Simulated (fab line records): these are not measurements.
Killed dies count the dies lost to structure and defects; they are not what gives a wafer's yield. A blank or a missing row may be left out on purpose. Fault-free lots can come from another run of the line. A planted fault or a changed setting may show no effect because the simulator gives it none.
fab line records    flow n5Finfet
[record] lots = 7  wafers = 21
route steps=1938 shown BEOL_M8@1342 BEOL_M9@1427 BEOL_M10@1500
startH: start of the lot's first displayed wafer, in hours after the record's first day    waitH: how many hours have passed since the lot's step before this one    " the same as in the row above    L1.1+2: several wafers, shown together as one row    - either no value or no given start    * or withheld: withheld    < > ~ a bound
route shown NAME@n: NAME is a module with steps in the file, n the number in the route of the first one    usual: average and standard deviation across the fault-free wafers    same: alike in all rows    chamber/n: place in a boat    sites: per-site readings    _std_site: the values' standard deviation    _edge_site: mean of outer sites minus mean of inner sites    radiusMm: for every site, how far away it sits from the centre of the wafer    mask NAME#n: copy n    behind: tool/chamber where the wafer was last shaped    hold: the reason the lot was held/the length of the hold in hours/how it ended    device: transistor that didn't switch, given as n, p or np    end of line: tests of these same wafers at the route's end    a step with no rows: only its recipe    killed: the dies lost at the first sort to structure and to defects; this is not the yield of the wafer    map: a wafer's dies, x killed, . not, _ none there
set.NAME: the setting as run; set.NAME@STEP: as run at that earlier step    model.NAME: the simulator's own value behind a step, which no gauge read
lots whose settings were changed on purpose; a table a step, a row a wafer
[[steps]]
[step N5_BEOL_M8_EXPOSE_08]
[recipe] maskId = M8  na = 1.35  sourceShape = dipole  sigmaInner = 0.817  sigmaOuter = 0.97  polarization = te  doseMj = 68.25
lot.wafer   tool            chamber  startH  waitH  mask  set.doseMj
L074.4+5+6  arfiScanner-03  0        266.00  -      M8#0  68.25
L080.1+4    arfiScanner-03  0        297.30  -      M8#0  69.68
L080.3      "               0        "       "      M8#0  68.25
L082.1+4    arfiScanner-01  0        315.09  -      M8#0  73.09
L082.5      "               0        "       "      M8#0  68.25
L088.1+5    arfiScanner-02  0        350.30  -      M8#0  68.25
L088.3      "               0        "       "      M8#0  69.91
L090.2+5+6  arfiScanner-03  0        376.15  -      M8#0  68.25
L096.2+5+6  arfiScanner-01  0        405.24  -      M8#0  68.25
L095.2      arfiScanner-03  0        435.80  -      M8#0  68.25
L095.3+5    "               0        "       "      M8#0  71.17
[step N5_BEOL_M8_PEB_09]
[recipe] pebTempC = withheld  pebTimeS = 60  resist = CAR-ArF
[step N5_BEOL_M8_DEVELOP_10]
[recipe] developTimeS = 30  developer = TMAH  resist = CAR-ArF  rinseLiquid = diw  dry = airSpin  devTempC = 23
[step N5_BEOL_M8_CD_MEAS_11]
[recipe] targetCdNm = 38.5  landingEnergyEv = 500  detector = seInlens  polarity = opening
[usual] cdNm = 38.6/0.71
lot.wafer  tool      chamber  startH  waitH  set.doseMj@BEOL_M8_EXPOSE_08  cdNm
L074.4     cdSem-02  0        266.12  -      68.25                         37.7
L074.5     "         0        "       "      68.25                         37.3
L074.6     "         0        "       "      68.25                         37.8
L080.1     cdSem-03  0        297.43  -      69.68                         38.1
L080.3     "         0        "       "      68.25                         38.5
L080.4     "         0        "       "      69.68                         38.9
L082.1     cdSem-02  0        315.22  -      73.09                         41.0
L082.4     "         0        "       "      73.09                         41.3
L082.5     "         0        "       "      68.25                         37.8
L088.1     cdSem-03  0        350.43  -      68.25                         39.3
L088.3     "         0        "       "      69.91                         40.9
L088.5     "         0        "       "      68.25                         39.8
L090.2     cdSem-03  0        376.28  -      68.25                         38.4
L090.5     "         0        "       "      68.25                         38.3
L090.6     "         0        "       "      68.25                         38.9
L096.2     cdSem-03  0        405.37  -      68.25                         38.8
L096.5     "         0        "       "      68.25                         38.8
L096.6     "         0        "       "      68.25                         38.8
L095.2     cdSem-03  0        435.93  -      68.25                         38.3
L095.3     "         0        "       "      71.17                         40.2
L095.5     "         0        "       "      71.17                         39.8
[step N5_BEOL_M8_DESCUM_16]
[recipe] chemistry = O2  timeS = 7.9  sourcePowerW = 50  biasPowerW = 20  pressureMtorr = 20  rfFrequencyHz = 2.712e+07  tempC = 40  resist = CAR-ArF  o2FlowSccm = 225
lot.wafer  tool        chamber  startH  waitH  set.spinRpm@BEOL_M8_COAT_05  model.CAR-ArF_of_BEOL_M8_COAT_05.thkNm
L074.4+6   rieDiel-04  1,2      266.50  0.3    1426                         86.2
L074.5     "           3        "       "      1500                         83.8
L080.1+4   rieDiel-05  3,1      297.55  0.0    1601                         80.8
L080.3     "           2        "       "      1601                         80.6
L082.1+4   rieDiel-04  1,2      315.31  0.0    1500                         84.2
L082.5     "           0        "       "      1500                         83.8
L088.1     rieDiel-01  3        350.52  0.0    1500                         83.4
L088.3     "           2        "       "      1500                         83.8
L088.5     "           3        "       "      1500                         83.6
L090.2+5   rieDiel-04  1,0      377.07  0.6    1500                         83.4
L090.6     "           3        "       "      1500                         83.6
L096.2     rieDiel-01  2        405.65  0.2    1500                         83.8
L096.5+6   "           2,1      "       "      1500                         83.4
L095.2     rieDiel-05  0        436.02  0.0    1408                         86.6
L095.3     "           2        "       "      1408                         86.4
L095.5     "           0        "       "      1500                         83.8
[step N5_BEOL_M8_ETCH_61]
[recipe] chemistry = CF4  target = SiARC  targetDepthA = 455  maskMaterial = CAR-ArF  timeS = 75.8  ionEnergyEv = 80  pressureMtorr = 40  sourceW = 545  biasW = 36  Ar_flow_sccm = 100  cf4FlowSccm = 100  ends = cleared
lot.wafer  tool        chamber  startH  waitH  set.spinRpm@BEOL_M8_COAT_05  model.CAR-ArF_of_BEOL_M8_COAT_05.thkNm
L074.4     rieDiel-04  1        266.54  0.0    1426                         53.4
L074.5     "           3        "       "      1500                         51.2
L074.6     "           2        "       "      1426                         53.6
L080.1+3   rieDiel-05  3,2      297.59  0.0    1601                         48
L080.4     "           1        "       "      1601                         48.2
L082.1     rieDiel-04  1        315.35  0.0    1500                         51.6
L082.4     "           2        "       "      1500                         51.8
L082.5     "           0        "       "      1500                         51.4
L088.1+5   rieDiel-01  3        350.55  0.0    1500                         50.8
L088.3     "           2        "       "      1500                         51
L090.2+6   rieDiel-04  1,3      377.10  0.0    1500                         50.8
L090.5     "           0        "       "      1500                         50.6
L096.2     rieDiel-01  2        405.69  0.0    1500                         51.2
L096.5     "           2        "       "      1500                         50.8
L096.6     "           1        "       "      1500                         50.6
L095.2+3   rieDiel-05  0,2      436.05  0.0    1408                         53.8
L095.5     "           0        "       "      1500                         51.2
[step N5_BEOL_M8_DESCUM_33]
[recipe] chemistry = O2  timeS = 7  sourcePowerW = 50  biasPowerW = 20  pressureMtorr = 20  rfFrequencyHz = 2.712e+07  tempC = 40  resist = CAR-EUV  o2FlowSccm = 225
lot.wafer   tool        chamber  startH  waitH  set.timeS  model.CAR-EUV_of_BEOL_M8_COAT_22.thkNm
L074.4      rieDiel-05  1        270.30  0.1    7          26.2
L074.5      "           3        "       "      7          26.4
L074.6      "           2        "       "      8.215      25.6
L080.1+3    rieDiel-04  1,2      299.35  0.5    7.733      25.8
L080.4      "           0        "       "      7          26.2
L082.1+5    rieDiel-05  3,1      316.34  0.0    7          26.2
L082.4      "           1        "       "      5.504      26.8
L088.1+3    rieDiel-04  3,0      352.24  0.0    7          26.2
L088.5      "           0        "       "      6.228      26.6
L090.2      rieDiel-05  1        380.68  0.3    7          26
L090.5+6    "           0,1      "       "      6.59       26.2
L096.2+5+6  rieDiel-05  2,1,2    407.77  0.3    7          26
L095.2+3    rieDiel-01  3,2      438.58  0.1    7          26
L095.5      "           3        "       "      7.881      25.6
[step N5_BEOL_M8_ETCH_72]
[recipe] chemistry = N2/H2  target = underlayer  targetDepthA = 65  maskMaterial = CAR-EUV  timeS = 5.2  ionEnergyEv = 200  pressureMtorr = 30  sourceW = 840  biasW = 150  n2FlowSccm = 200  h2FlowSccm = 200  ends = cleared
lot.wafer  tool        chamber  startH  waitH  set.timeS@BEOL_M8_DESCUM_33  model.CAR-EUV_of_BEOL_M8_COAT_22.thkNm
L074.4     rieDiel-05  1        270.34  0.0    7                            20.4
L074.5     "           3        "       "      7                            20.6
L074.6     "           2        "       "      8.215                        20
L080.1+3   rieDiel-04  1,2      299.39  0.0    7.733                        20
L080.4     "           0        "       "      7                            20.4
L082.1+5   rieDiel-05  3,1      316.38  0.0    7                            20.4
L082.4     "           1        "       "      5.504                        21
L088.1+3   rieDiel-04  3,0      352.28  0.0    7                            20.4
L088.5     "           0        "       "      6.228                        20.8
L090.2     rieDiel-05  1        380.71  0.0    7                            20.2
L090.5+6   "           0,1      "       "      6.59                         20.4
L096.2+6   rieDiel-05  2        407.80  0.0    7                            20.4
L096.5     "           1        "       "      7                            20.2
L095.2+3   rieDiel-01  3,2      438.62  0.0    7                            20.2
L095.5     "           3        "       "      7.881                        19.8
[step N5_BEOL_M8_TRENCH_ETCH_37]
[recipe] chemistry = C4F6/O2  targetDepthA = 934.78  target = SiCOH_lowk  timeS = 31.2  ionEnergyEv = 250  pressureMtorr = 30  sourceW = 345  biasW = 185  Ar_flow_sccm = 300  C4F6_flow_sccm = 10  O2_flow_sccm = 10
lot.wafer  tool        chamber  startH  waitH  set.sourceW  model.etch.depthNm  model.BEOL_M8.featureDepthNm
L074.4     rieDiel-05  1        -       -      296.2        85.95               86
L074.5     "           3        "       "      296.2        86.9                87
L074.6     "           2        "       "      345          95.06               95
L080.1     rieDiel-04  1        -       -      345          95.85               95.8
L080.3     "           2        "       "      369.2        93.08               93
L080.4     "           0        "       "      345          94.89               94.8
L082.1     rieDiel-05  3        -       -      405.3        100.2               100.2
L082.4     "           1        "       "      345          91.72               91.8
L082.5     "           1        "       "      345          92.16               92.2
L088.1     rieDiel-04  3        -       -      345          95.73               95.8
L088.3     "           0        "       "      308.7        90.04               90
L088.5     "           0        "       "      345          94.91               95
L090.2     rieDiel-05  1        -       -      385.9        95                  95
L090.5     "           0        "       "      345          91.75               91.8
L090.6     "           1        "       "      345          90.44               90.4
L096.2     rieDiel-05  2        -       -      345          94.51               94.6
L096.5     "           1        "       "      345          91.08               91
L096.6     "           2        "       "      345          94.38               94.4
L095.2     rieDiel-01  3        -       -      345          91.92               92
L095.3     "           2        "       "      403.5        101.4               101.4
L095.5     "           3        "       "      345          91.11               91.2
[step N5_BEOL_M8_ETCH_41]
[recipe] chemistry = CH3F/O2  target = SiCN  targetDepthA = 319  taperDeg = 2  timeS = 57.8  ionEnergyEv = 120  maskMaterial = TiN  pressureMtorr = 30  sourceW = 395  biasW = 75  Ar_flow_sccm = 150  CH3F_flow_sccm = 30  O2_flow_sccm = 20
[step N5_BEOL_M8_STRIP_80]
[recipe] chemistry = N2/H2  timeS = 10  powerW = 450  tempC = 40  pressureMtorr = 20  rfFrequencyHz = 6e+07  biasPowerW = 7  n2FlowSccm = 200  h2FlowSccm = 200
[step N5_BEOL_M8_OCD_MEAS_38]
[usual] trenchDepthNm = 92.9/1.8
lot.wafer  tool    chamber  startH  waitH  set.sourceW@BEOL_M8_TRENCH_ETCH_37  trenchDepthNm
L074.4     ocd-02  -        270.74  -      296.2                               86.1
L074.5     "       -        "       "      296.2                               87.1
L074.6     "       -        "       "      345                                 95.2
L080.1     ocd-01  -        299.78  -      345                                 95.7
L080.3     "       -        "       "      369.2                               93.0
L080.4     "       -        "       "      345                                 95.3
L082.1     ocd-01  -        316.77  -      405.3                               100.3
L082.4     "       -        "       "      345                                 92.1
L082.5     "       -        "       "      345                                 92.6
L088.1     ocd-01  -        352.67  -      345                                 96.2
L088.3     "       -        "       "      308.7                               89.8
L088.5     "       -        "       "      345                                 94.5
L090.2     ocd-01  -        381.11  -      385.9                               94.9
L090.5     "       -        "       "      345                                 92.2
L090.6     "       -        "       "      345                                 90.4
L096.2     ocd-01  -        408.20  -      345                                 94.1
L096.5     "       -        "       "      345                                 90.8
L096.6     "       -        "       "      345                                 95.1
L095.2     ocd-01  -        439.01  -      345                                 92.2
L095.3     "       -        "       "      403.5                               101.5
L095.5     "       -        "       "      345                                 91.1
[step N5_BEOL_M9_COAT_75]
[recipe] resist = underlayer  tempC = 205  timeS = 60  spinRpm = 1500  resistThkNm = 5
lot.wafer   tool           chamber  startH  waitH  set.spinRpm
L074.4+6    lithoTrack-05  0        -       -      1500
L074.5      "              0        "       "      1374
L080.1+3    lithoTrack-05  0        -       -      1500
L080.4      "              0        "       "      1559
L082.1+5    lithoTrack-03  0        -       -      1643
L082.4      "              0        "       "      1500
L088.1+3+5  lithoTrack-03  0        -       -      1636
L090.2+5    lithoTrack-03  0        -       -      1573
L090.6      "              0        "       "      1500
L096.2+5+6  lithoTrack-05  0        -       -      1500
L095.2      lithoTrack-05  0        -       -      1500
L095.3+5    "              0        "       "      1398
[step N5_BEOL_M9_COAT_22]
[recipe] resist = CAR-EUV  spinRpm = 1500  resistThkNm = 30
[step N5_BEOL_M9_EBR_24]
[recipe] solvent = PGMEA  ebrWidthMm = 1.5
[step N5_BEOL_M9_DESCUM_33]
[recipe] chemistry = O2  timeS = 7  sourcePowerW = 50  biasPowerW = 20  pressureMtorr = 20  rfFrequencyHz = 2.712e+07  tempC = 40  resist = CAR-EUV  o2FlowSccm = 225
[step N5_BEOL_M9_ETCH_76]
[recipe] chemistry = N2/H2  target = underlayer  targetDepthA = 65  maskMaterial = CAR-EUV  timeS = 5.2  ionEnergyEv = 200  pressureMtorr = 30  sourceW = 840  biasW = 150  n2FlowSccm = 200  h2FlowSccm = 200  ends = cleared
lot.wafer  tool        chamber  startH  waitH  set.spinRpm@BEOL_M9_COAT_75  model.etch.depthNm
L074.4     rieDiel-06  3        279.88  0.0    1500                         5.003
L074.5     "           2        "       "      1374                         5.227
L074.6     "           0        "       "      1500                         4.991
L080.1     rieDiel-06  3        307.06  0.0    1500                         5
L080.3     "           0        "       "      1500                         4.981
L080.4     "           2        "       "      1559                         4.899
L082.1     rieDiel-06  3        325.09  0.0    1643                         4.773
L082.4     "           0        "       "      1500                         4.996
L082.5     "           1        "       "      1643                         4.785
L088.1     rieDiel-03  1        362.60  0.0    1636                         4.779
L088.3     "           0        "       "      1636                         4.773
L088.5     "           3        "       "      1636                         4.768
L090.2     rieDiel-03  1        391.38  0.0    1573                         4.868
L090.5     "           3        "       "      1573                         4.871
L090.6     "           0        "       "      1500                         4.989
L096.2     rieDiel-02  3        419.41  0.0    1500                         4.98
L096.5     "           1        "       "      1500                         4.989
L096.6     "           2        "       "      1500                         4.999
L095.2     rieDiel-02  0        449.27  0.0    1500                         4.991
L095.3     "           2        "       "      1398                         5.184
L095.5     "           2        "       "      1398                         5.192
[step N5_BEOL_M10_PEB_26]
[recipe] pebTempC = withheld  pebTimeS = 60  resist = CAR-ArF
lot.wafer   tool           chamber  startH  waitH  set.pebTimeS
L074.4+6    lithoTrack-03  0        288.13  0.0    55.46
L074.5      "              0        "       "      60
L080.1+4    lithoTrack-01  0        313.74  0.1    60
L080.3      "              0        "       "      49.6
L082.1+4    lithoTrack-03  0        331.30  0.1    70.23
L082.5      "              0        "       "      60
L088.1+3+5  lithoTrack-03  0        368.05  0.1    60
L090.2+5+6  lithoTrack-01  0        398.18  0.1    67.84
L096.2+5+6  lithoTrack-02  0        426.46  0.1    60
L095.2+3    lithoTrack-02  0        456.99  0.1    60
L095.5      "              0        "       "      55
[step N5_BEOL_M10_DEVELOP_27]
[recipe] developTimeS = 30  developer = TMAH  resist = CAR-ArF  rinseLiquid = diw  dry = airSpin  devTempC = 23
[step N5_BEOL_M10_CD_MEAS_28]
[recipe] targetCdNm = 70  landingEnergyEv = 500  detector = seInlens  polarity = opening
[usual] cdNm = 70.0/1.1
lot.wafer  tool      chamber  startH  waitH  set.pebTimeS@BEOL_M10_PEB_26  cdNm
L074.4     cdSem-01  0        288.20  -      55.46                         68.4
L074.5     "         0        "       "      60                            69.5
L074.6     "         0        "       "      55.46                         67.1
L080.1     cdSem-01  0        313.81  -      60                            70.5
L080.3     "         0        "       "      49.6                          60.1
L080.4     "         0        "       "      60                            70.1
L082.1     cdSem-03  0        331.36  -      70.23                         75.7
L082.4     "         0        "       "      70.23                         75.4
L082.5     "         0        "       "      60                            70.6
L088.1     cdSem-02  0        368.12  -      60                            72.7
L088.3     "         0        "       "      60                            72.1
L088.5     "         0        "       "      60                            71.1
L090.2     cdSem-03  0        398.24  -      67.84                         76.8
L090.5     "         0        "       "      67.84                         76.5
L090.6     "         0        "       "      67.84                         75.7
L096.2     cdSem-02  0        426.53  -      60                            68.4
L096.5     "         0        "       "      60                            69.8
L096.6     "         0        "       "      60                            68.1
L095.2     cdSem-03  0        457.06  -      60                            70.6
L095.3     "         0        "       "      60                            69.3
L095.5     "         0        "       "      55                            66.0
[[key]]
[split] step = N5_BEOL_M8_EXPOSE_08  setting = doseMj  stated = 68.25  by = wafer
[response] step = N5_BEOL_M8_CD_MEAS_11  reading = cdNm  change = +0.442  per = 1%  r = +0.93
[split] step = N5_BEOL_M8_DESCUM_33  setting = timeS  stated = 7  by = wafer
[response] step = N5_BEOL_M8_DESCUM_33  reading = model.CAR-EUV_of_BEOL_M8_COAT_22.thkNm  change = -0.0337  per = 1%  r = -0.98
[response] step = N5_BEOL_M8_ETCH_72  reading = model.CAR-EUV_of_BEOL_M8_COAT_22.thkNm  change = -0.0307  per = 1%  r = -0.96
[split] step = N5_BEOL_M8_TRENCH_ETCH_37  setting = sourceW  stated = 345  by = wafer
[response] step = N5_BEOL_M8_TRENCH_ETCH_37  reading = model.etch.depthNm  change = +0.475  per = 1%  r = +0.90
[response] step = N5_BEOL_M8_TRENCH_ETCH_37  reading = model.BEOL_M8.featureDepthNm  change = +0.472  per = 1%  r = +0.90
[response] step = N5_BEOL_M8_OCD_MEAS_38  reading = trenchDepthNm  change = +0.468  per = 1%  r = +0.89
[split] step = N5_BEOL_M9_COAT_75  setting = spinRpm  stated = 1500  by = wafer
[response] step = N5_BEOL_M9_ETCH_76  reading = model.etch.depthNm  change = -0.0254  per = 1%  r = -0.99
[split] step = N5_BEOL_M10_PEB_26  setting = pebTimeS  stated = 60  by = wafer
[response] step = N5_BEOL_M10_CD_MEAS_28  reading = cdNm  change = +0.427  per = 1%  r = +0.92
split outsideThisFile step=N5_BEOL_M8_COAT_05 setting=spinRpm
// split outsideThisFile: this setting was split too, and the file shows its column; the key of that split is in another file
